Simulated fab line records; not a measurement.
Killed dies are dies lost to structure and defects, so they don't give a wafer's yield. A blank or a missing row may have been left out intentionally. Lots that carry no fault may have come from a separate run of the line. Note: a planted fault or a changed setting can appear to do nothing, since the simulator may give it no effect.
Chamber matching	flow n5Finfet	4 sister chambers for N5_BEOL_M1_STRIP_66 on rieDiel-05
The step strips in CF4. 22 wafers are shown with their chamber, then 11 later ones without.

== EACH WAFER AND ITS CHAMBER ==
wafer	chamber	showerheadPlenumPTorr (Torr)	throttleValvePct (%)	oesProductAu (a.u.)
L075.1	1	1.80	13.49	0.75
L075.3	3	1.77	13.26	0.94
L075.4	2	1.83	13.38	0.92
L077.1	3	1.76	13.30	0.91
L077.3	2	1.83	13.37	0.91
L077.6	2	1.83	13.41	0.90
L078.2	2	1.83	13.39	0.90
L078.4	3	1.76	13.30	0.93
L078.5	0	1.85	13.79	0.74
L079.1	0	1.85	13.82	0.75
L079.3	2	1.83	13.40	0.90
L079.4	3	1.76	13.30	0.91
L081.1	3	1.76	13.30	0.92
L081.4	0	1.85	13.80	0.74
L081.5	1	1.79	13.51	0.74
L083.1	1	1.79	13.51	0.74
L083.5	0	1.85	13.81	0.74
L083.6	3	1.76	13.33	0.90
L084.2	3	1.76	13.31	0.89
L084.3	2	1.83	13.42	0.89
L084.5	3	1.76	13.33	0.89
L085.3	0	1.85	13.81	0.74

SIGNATURES (means of the wafers above)
reading	chamber 0	chamber 1	chamber 2	chamber 3	scatter within a chamber
showerheadPlenumPTorr	1.8500	1.7933	1.8300	1.7612	0.00293
throttleValvePct	13.8060	13.5033	13.3950	13.3038	0.0181
oesProductAu	0.7420	0.7433	0.9033	0.9113	0.0128
Rule: a wafer's distance from a chamber is the root of the sum, over the readings, of the square of ((its reading less the chamber's mean) divided by the reading's scatter). If the next closest chamber is less than 2 further off than the closest, the wafer can't be placed; otherwise it belongs to the closest. How the scatter is found: for the shown wafers, subtract from each reading the mean of its chamber, square and add these, divide the total by (wafers less chambers), then take the root.

== WAFERS WHOSE CHAMBER IS MISSING ==
wafer	showerheadPlenumPTorr (Torr)	throttleValvePct (%)	oesProductAu (a.u.)
L085.5	1.76	13.32	0.90
L085.6	1.85	13.80	0.74
L092.3	1.79	13.55	0.72
L092.4	1.84	13.85	0.72
L092.6	1.79	13.56	0.73
L093.3	1.76	13.35	0.87
L093.4	1.82	13.45	0.85
L093.6	1.79	13.58	0.73
L094.1	1.76	13.36	0.86
L094.5	1.76	13.34	0.87
L094.6	1.84	13.88	0.72

== WHICH CHAMBER EACH ONE RAN IN ==
wafer	from the rows above	in truth
L085.5	3	3
L085.6	0	0
L092.3	1	1
L092.4	0	0
L092.6	1	1
L093.3	3	3
L093.4	2	2
L093.6	1	1
L094.1	3	3
L094.5	3	3
L094.6	0	0
Placed correctly: 11 of 11. Not placeable from these rows: 0. 0 placed wrongly.
